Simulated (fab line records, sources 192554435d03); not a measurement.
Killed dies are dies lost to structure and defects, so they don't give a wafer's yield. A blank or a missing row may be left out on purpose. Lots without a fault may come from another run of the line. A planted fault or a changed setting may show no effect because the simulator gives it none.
Chamber matching | flow n5_finfet | N5_GATE_CUT_HM_OPEN_40 on rie_diel-01: 4 sister chambers
The step chemistry C4F6/O2, target SiO2, target depth 139 nm, time 85.1 s. 4 wafers are shown with their chamber, then 11 later ones without.

WAFERS WITH THEIR CHAMBER
wafer  | chamber | showerhead_plenum_p_Torr (Torr)
L084.5 | 3       | 2.75
L085.4 | 1       | 2.73
L085.5 | 2       | 2.77
L086.1 | 0       | 2.98

WAFERS WITHOUT THEIR CHAMBER
wafer  | showerhead_plenum_p_Torr (Torr)
L086.2 | 2.77
L086.6 | 2.98
L093.3 | 2.97
L093.4 | 2.73
L093.6 | 2.74
L094.1 | 2.74
L094.4 | 2.76
L094.6 | 2.97
L095.1 | 2.73
L095.4 | 2.74
L095.5 | 2.72

WHICH CHAMBER EACH WENT THROUGH
wafer  | from the rows above     | in truth
L086.2 | 2                       | 2
L086.6 | 0                       | 0
L093.3 | 0                       | 0
L093.4 | 1                       | 1
L093.6 | can't be placed: 3 or 1 | 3
L094.1 | can't be placed: 3 or 1 | 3
L094.4 | can't be placed: 3 or 2 | 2
L094.6 | 0                       | 0
L095.1 | 1                       | 1
L095.4 | can't be placed: 3 or 1 | 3
L095.5 | 1                       | 1
Placed correctly: 7 of 11. Can't be placed from these rows: 4 (the true chamber is among the candidates in 4). Placed wrongly: 0.
How it was worked out, from the rows above alone: a wafer's distance from a chamber is the root of the sum, over the readings, of the square of ((its reading less the chamber's mean) divided by the reading's scatter). The wafer belongs to the nearest chamber; if the next one is less than 2 further off, it can't be placed. A chamber's mean is the mean of its shown wafers. The scatter: with one shown wafer a chamber, the root of the mean of the squares of how far each hidden wafer lies from its nearest shown one.
